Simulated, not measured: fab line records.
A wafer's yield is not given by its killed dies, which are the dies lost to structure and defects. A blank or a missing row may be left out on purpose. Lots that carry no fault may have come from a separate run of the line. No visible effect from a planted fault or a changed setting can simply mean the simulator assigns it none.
Chamber matching / flow n5-finfet / N5_BEOL_M9_VIA_ETCH_34 on rie-diel-04 has 4 sister chambers
The step etches SiCOH lowk in C4F6/O2, target depth 182.4 nm, time 68.4 s. 4 wafers are shown with their chamber, then 8 later ones without.

WAFERS PAIRED WITH THEIR CHAMBERS
wafer=L078.5; chamber=0; showerhead-plenum-p-Torr (Torr)=2.76
wafer=L085.5; chamber=1; showerhead-plenum-p-Torr (Torr)=2.79
wafer=L085.6; chamber=2; showerhead-plenum-p-Torr (Torr)=2.71
wafer=L088.1; chamber=3; showerhead-plenum-p-Torr (Torr)=3.02

WAFERS WITHOUT THEIR CHAMBER
wafer=L088.5; showerhead-plenum-p-Torr (Torr)=2.79
wafer=L088.6; showerhead-plenum-p-Torr (Torr)=2.71
wafer=L094.2; showerhead-plenum-p-Torr (Torr)=2.70
wafer=L094.3; showerhead-plenum-p-Torr (Torr)=2.78
wafer=L094.4; showerhead-plenum-p-Torr (Torr)=3.01
wafer=L097.2; showerhead-plenum-p-Torr (Torr)=2.78
wafer=L097.4; showerhead-plenum-p-Torr (Torr)=3.01
wafer=L097.5; showerhead-plenum-p-Torr (Torr)=2.70

EACH ONE'S CHAMBER
wafer=L088.5; from the rows above=1; in truth=1
wafer=L088.6; from the rows above=2; in truth=2
wafer=L094.2; from the rows above=2; in truth=2
wafer=L094.3; from the rows above=can't be placed: 1 or 0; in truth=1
wafer=L094.4; from the rows above=3; in truth=3
wafer=L097.2; from the rows above=can't be placed: 1 or 0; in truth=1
wafer=L097.4; from the rows above=3; in truth=3
wafer=L097.5; from the rows above=2; in truth=2
Correctly placed: 6 of 8. Cannot be placed on the basis of these rows: 2; the candidates contain the true chamber in 2. Wrongly placed: 0.
How it was worked out, from the rows above alone: a wafer's distance from a chamber is the root of the sum, over the readings, of the square of ((its reading less the chamber's mean) divided by the reading's scatter). The wafer belongs to the nearest chamber; if the next one is less than 2 further off, it can't be placed. For every chamber, the mean is computed from those of its wafers that are shown. The scatter: with one shown wafer a chamber, the root of the mean of the squares of how far each hidden wafer lies from its nearest shown one.
